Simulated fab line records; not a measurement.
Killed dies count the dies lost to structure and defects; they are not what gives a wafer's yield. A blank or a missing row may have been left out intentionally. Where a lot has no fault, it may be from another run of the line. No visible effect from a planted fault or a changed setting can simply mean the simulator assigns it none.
Chamber matching + flow nand-harc + rie-diel-10 running NHARC_A_M0_ETCH_34: 4 sister chambers
The step etches the open film in N2/H2, target depth 40 nm, overetch 12 nm, time 43.94 s. 14 wafers are shown with their chamber, then 7 later ones without.

== WAFERS PAIRED WITH THEIR CHAMBERS ==
| wafer  | chamber | rf-vpp-V (V) | drypump-motor-current-A (A) | oes-product-au (a.u.) |
|--------|---------|--------------|-----------------------------|-----------------------|
| L076.1 | 2       | 428.5        | 5.4                         | 0.991                 |
| L076.2 | 3       | 428.6        | 5.6                         | 1.003                 |
| L076.6 | 1       | 434.8        | 5.4                         | 0.990                 |
| L080.1 | 2       | 426.6        | 5.4                         | 0.989                 |
| L080.4 | 0       | 434.9        | 5.2                         | 0.994                 |
| L080.5 | 2       | 428.1        | 5.4                         | 0.992                 |
| L079.1 | 1       | 435.6        | 5.4                         | 1.013                 |
| L079.3 | 0       | 435.0        | 5.3                         | 1.011                 |
| L079.5 | 3       | 427.9        | 5.6                         | 0.995                 |
| L081.2 | 1       | 434.9        | 5.4                         | 0.998                 |
| L081.3 | 0       | 435.7        | 5.3                         | 1.009                 |
| L081.4 | 3       | 428.2        | 5.5                         | 1.004                 |
| L081.1 | 2       | 428.7        | 5.4                         | 1.000                 |
| L081.5 | 1       | 432.9        | 5.4                         | 0.997                 |

SIGNATURES (means of the wafers above)
| reading                 | chamber 0 | chamber 1 | chamber 2 | chamber 3 | scatter within a chamber |
|-------------------------|-----------|-----------|-----------|-----------|--------------------------|
| rf-vpp-V                | 435.200   | 434.550   | 427.975   | 428.233   | 0.857                    |
| drypump-motor-current-A | 5.267     | 5.400     | 5.400     | 5.567     | 0.0365                   |
| oes-product-au          | 1.00467   | 0.99950   | 0.99300   | 1.00067   | 0.00757                  |
Rule: a wafer lies at a distance from a chamber equal to the root of the sum of squares, over the readings, of (its reading less the chamber's mean, divided by the reading's scatter). If the next closest chamber is less than 2 further off than the closest, the wafer can't be placed; otherwise it belongs to the closest. The scatter is the square root of a quotient: the sum, over the shown wafers, of each reading's squared deviation from its chamber's mean, divided by wafers minus chambers.

== WAFERS WITHOUT THEIR CHAMBER ==
| wafer  | rf-vpp-V (V) | drypump-motor-current-A (A) | oes-product-au (a.u.) |
|--------|--------------|-----------------------------|-----------------------|
| L081.6 | 428.2        | 5.4                         | 0.989                 |
| L082.1 | 427.6        | 5.6                         | 1.004                 |
| L082.2 | 434.6        | 5.4                         | 1.002                 |
| L082.4 | 434.3        | 5.2                         | 1.020                 |
| L085.3 | 433.2        | 5.4                         | 1.003                 |
| L085.4 | 429.2        | 5.4                         | 1.015                 |
| L085.5 | 426.8        | 5.4                         | 1.007                 |

== WHICH CHAMBER EACH ONE RAN IN ==
| wafer  | from the rows above     | in truth |
|--------|-------------------------|----------|
| L081.6 | 2                       | 2        |
| L082.1 | 3                       | 3        |
| L082.2 | 1                       | 1        |
| L082.4 | 0                       | 0        |
| L085.3 | 1                       | 1        |
| L085.4 | can't be placed: 2 or 3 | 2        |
| L085.5 | 2                       | 2        |
Placed correctly: 6 of 7. Not placeable from these rows: 1 (in 1, the candidates include the true chamber). Wrongly placed: 0.
